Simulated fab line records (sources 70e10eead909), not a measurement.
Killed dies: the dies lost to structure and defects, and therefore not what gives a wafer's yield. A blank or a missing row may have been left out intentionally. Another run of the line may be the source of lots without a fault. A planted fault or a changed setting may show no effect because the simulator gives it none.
Chamber matching :: flow nand harc :: NHARC_P_M1_ETCH_35 on rie diel-01 has 4 sister chambers
The step etches the open film in N2/H2, target depth 40 nm, overetch 12 nm, time 43.94 s. 14 wafers are shown with their chamber, then 7 later ones without.

WAFERS, EACH WITH ITS CHAMBER
wafer: L082.2
chamber: 0
rf vpp V (V): 430.9
throttle valve pct (%): 14.180
oes product au (a.u.): 1.009

wafer: L082.4
chamber: 3
rf vpp V (V): 432.6
throttle valve pct (%): 14.171
oes product au (a.u.): 0.999

wafer: L082.6
chamber: 1
rf vpp V (V): 427.9
throttle valve pct (%): 14.176
oes product au (a.u.): 1.004

wafer: L081.2
chamber: 1
rf vpp V (V): 426.6
throttle valve pct (%): 14.191
oes product au (a.u.): 1.000

wafer: L081.3
chamber: 0
rf vpp V (V): 430.0
throttle valve pct (%): 14.177
oes product au (a.u.): 0.992

wafer: L081.4
chamber: 3
rf vpp V (V): 432.9
throttle valve pct (%): 14.165
oes product au (a.u.): 0.998

wafer: L083.3
chamber: 1
rf vpp V (V): 426.5
throttle valve pct (%): 14.173
oes product au (a.u.): 0.993

wafer: L083.5
chamber: 0
rf vpp V (V): 431.4
throttle valve pct (%): 14.167
oes product au (a.u.): 0.991

wafer: L083.6
chamber: 1
rf vpp V (V): 427.2
throttle valve pct (%): 14.181
oes product au (a.u.): 0.989

wafer: L085.4
chamber: 2
rf vpp V (V): 431.1
throttle valve pct (%): 14.160
oes product au (a.u.): 0.996

wafer: L085.5
chamber: 3
rf vpp V (V): 432.7
throttle valve pct (%): 14.174
oes product au (a.u.): 1.004

wafer: L085.6
chamber: 0
rf vpp V (V): 430.5
throttle valve pct (%): 14.187
oes product au (a.u.): 1.001

wafer: L086.2
chamber: 3
rf vpp V (V): 431.4
throttle valve pct (%): 14.179
oes product au (a.u.): 1.007

wafer: L086.4
chamber: 1
rf vpp V (V): 425.3
throttle valve pct (%): 14.185
oes product au (a.u.): 1.006

SIGNATURES, as means of the wafers listed above
reading: rf vpp V
chamber 0: 430.700
chamber 1: 426.700
chamber 2: 431.100
chamber 3: 432.400
scatter within a chamber: 0.784

reading: throttle valve pct
chamber 0: 14.17775
chamber 1: 14.18120
chamber 2: 14.16000
chamber 3: 14.17225
scatter within a chamber: 0.00717

reading: oes product au
chamber 0: 0.99825
chamber 1: 0.99840
chamber 2: 0.99600
chamber 3: 1.00200
scatter within a chamber: 0.00691
Rule: for a wafer and a chamber, the distance is found by dividing, reading by reading, the gap between the wafer's reading and the chamber's mean by the reading's scatter, squaring, summing and taking the root. If the next closest chamber is less than 2 further off than the closest, the wafer can't be placed; otherwise it belongs to the closest. How the scatter is found: for the shown wafers, subtract from each reading the mean of its chamber, square and add these, divide the total by (wafers less chambers), then take the root.

WAFERS WITH NO CHAMBER GIVEN
wafer: L086.6
rf vpp V (V): 430.6
throttle valve pct (%): 14.182
oes product au (a.u.): 1.016

wafer: L089.2
rf vpp V (V): 426.5
throttle valve pct (%): 14.177
oes product au (a.u.): 1.003

wafer: L089.3
rf vpp V (V): 430.7
throttle valve pct (%): 14.180
oes product au (a.u.): 1.002

wafer: L089.6
rf vpp V (V): 431.7
throttle valve pct (%): 14.172
oes product au (a.u.): 0.998

wafer: L096.2
rf vpp V (V): 430.8
throttle valve pct (%): 14.171
oes product au (a.u.): 1.000

wafer: L096.5
rf vpp V (V): 431.3
throttle valve pct (%): 14.162
oes product au (a.u.): 1.013

wafer: L096.6
rf vpp V (V): 426.4
throttle valve pct (%): 14.170
oes product au (a.u.): 1.000

EACH ONE'S CHAMBER
wafer: L086.6
from the rows above: can't be placed: 0 or 3 or 2
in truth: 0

wafer: L089.2
from the rows above: 1
in truth: 1

wafer: L089.3
from the rows above: can't be placed: 0 or 3
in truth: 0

wafer: L089.6
from the rows above: can't be placed: 3 or 0 or 2
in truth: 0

wafer: L096.2
from the rows above: can't be placed: 0 or 2 or 3
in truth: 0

wafer: L096.5
from the rows above: can't be placed: 2 or 3 or 0
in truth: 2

wafer: L096.6
from the rows above: 1
in truth: 1
2 of 7 placed correctly. Unplaceable from these rows: 5, with the true chamber sitting among the candidates in 5. 0 placed wrongly.
